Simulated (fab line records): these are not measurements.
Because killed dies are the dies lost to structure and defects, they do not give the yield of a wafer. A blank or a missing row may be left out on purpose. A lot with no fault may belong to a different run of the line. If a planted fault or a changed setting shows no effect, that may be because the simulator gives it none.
Comparing a struck lot with a sound one / flow nand_harc / 23 steps out of a route of 1302
Sound: the wafers L631.1, L631.5, L631.6. Wafers L621.2, L621.6 were the ones struck. Last of all comes the cause.
At each step with rows: each side's tool, then ch and its chambers, then its first start. Under that, the readings that differ: sound wafers / struck wafers / difference of the means / sigmas: that difference in standard deviations of wafers without a fault.
alike: readings whose means differ by less than 2 such deviations, and words and numbers that are the same on both sides. not compared: withheld readings, readings that some wafer has no value for, bounds like >300 that may hide the same value, and numbers for which the record gives no deviation and whose values overlap.
Wherever a step has rows on one side only, a row that says differs or no value, or a row with sigmas, the two part there. Numbers that have no deviation but don't overlap get no sigmas and don't part them. A reading missing from all wafers of one side parts the sides only when that side holds two or more wafers.

first, 1 step without rows for these wafers: NHARC_P_STI_HARDBAKE_13 (time 65 s).
NHARC_P_STI_DESCUM_14: chemistry O2, time 3 s.
  sound on rie_diel-10 ch 0,2,3, day 10 06:11; struck on rie_diel-11 ch 0,2, day 6 03:17
  alike: drypump_motor_current_A, o2_flow_sccm, oes_product_au, rf_vpp_V, showerhead_plenum_p_Torr, throttle_valve_pct
  not compared: rf_hours_counter_h
NHARC_P_STI_ETCH_42: etches the open film in N2/H2, target depth 80 nm, overetch 24 nm, time 61 s.
  sound on rie_diel-10 ch 0,3, day 10 06:15; struck on rie_diel-11 ch 0,3, day 6 03:22
reading=oes_product_au (a.u.); sound=0.984 0.979 0.989; struck=1.012 0.997; difference=+0.020; sigmas=+2
  alike: drypump_motor_current_A, rf_vpp_V, showerhead_plenum_p_Torr, throttle_valve_pct
  not compared: rf_hours_counter_h
NHARC_P_STI_ETCH_31: etches the open film in CF4/CHF3, target depth 108.9 nm, time 54.5 s.
  sound: rie_diel-10 ch 0,3; struck: rie_diel-11 ch 3
reading=oes_product_au (a.u.); sound=0.912 0.915 0.911; struck=0.985 0.986; difference=+0.073; sigmas=+5
reading=showerhead_plenum_p_Torr (Torr); sound=1.69 1.62 1.69; struck=1.48 1.48; difference=-0.19; sigmas=-2
  alike: drypump_motor_current_A, rf_vpp_V, throttle_valve_pct
  not compared: rf_hours_counter_h
NHARC_P_STI_ETCH_15: etches the open film in HBr/Cl2, target depth 300 nm, time 100.1 s.
  sound on rie_si-05 ch 0,2,3, day 10 06:30; struck on rie_si-04 ch 0,2, day 6 03:36
  alike: drypump_motor_current_A, hbr_flow_sccm, oes_product_au, throttle_valve_pct
  not compared: rf_hours_counter_h
NHARC_P_STI_CD_MEAS_16:
  sound on cd_sem-01, day 10 06:37; struck on cd_sem-01, day 6 03:43
  alike: cd_nm
NHARC_P_STI_OCD_MEAS_17:
  sound on ocd-01, day 10 06:42; struck on ocd-01, day 6 03:49
  alike: trench_depth_nm, trench_foot_cd_nm
then, 3 steps without rows for these wafers: NHARC_P_STI_STRIP_19 (strips in SPM, time 900 s); NHARC_P_STI_PRECLEAN_32 (cleans in SC1); NHARC_P_STI_SRD_23.
NHARC_P_STI_OCD_MEAS_43:
  sound on ocd-02, day 10 07:13; struck on ocd-02, day 6 04:19
reading=trench_foot_cd_nm (nm); sound=156.4 158.7 160.0; struck=154.3 155.9; difference=-3.3; sigmas=-2
  alike: trench_depth_nm
then, 1 step without rows for these wafers: NHARC_P_STI_OXIDE_33 (material SiO2, target thk 10 nm, ox time 281 s).
NHARC_P_STI_HDPCVD_20: deposits SiO2.
  sound on hdpcvd-01 ch 0,1, day 10 15:40; struck on hdpcvd-01 ch 1, day 6 12:46
then, 1 step without rows for these wafers: NHARC_P_STI_ANNEAL_34 (time 1800 s).
NHARC_P_STI_CMP_21: polishes, t overpolish 20 s, target thk 380.67 nm.
  sound on cmp-02 ch 0,2,3, day 11 00:06; struck on cmp-02 ch 1,2, day 7 00:36
  alike: motor_current_A, overpolish_run_s
then, 7 steps without rows for these wafers: NHARC_P_STI_SRD_35; NHARC_P_STI_ETCH_36 (etches SiO2 in dHF, target depth 38.8 nm); NHARC_P_STI_STRIP_24 (strips Si3N4 in H3PO4); NHARC_P_STI_ETCH_37 (etches SiO2 in dHF, target depth 11 nm); NHARC_P_STI_PRECLEAN_38 (cleans in SC1); NHARC_P_STI_SRD_39; NHARC_P_STI_OXIDE_40 (material SiO2, target thk 10 nm, ox time 1362 s).
-- record jumps: 21 days between struck wafers' starts before vs after; left off in module P_STI, resumes in module END, first step shown is number 1302 of the route --
NHARC_END_SORT_01:
  here the record holds rows for the struck wafers (prober-01 ch 0, day 28 05:28) but none for the sound ones

== WHERE THEY PART ==
Earliest at NHARC_P_STI_ETCH_42; latest, in this record, at NHARC_END_SORT_01.

WHY: whatever the simulator had introduced
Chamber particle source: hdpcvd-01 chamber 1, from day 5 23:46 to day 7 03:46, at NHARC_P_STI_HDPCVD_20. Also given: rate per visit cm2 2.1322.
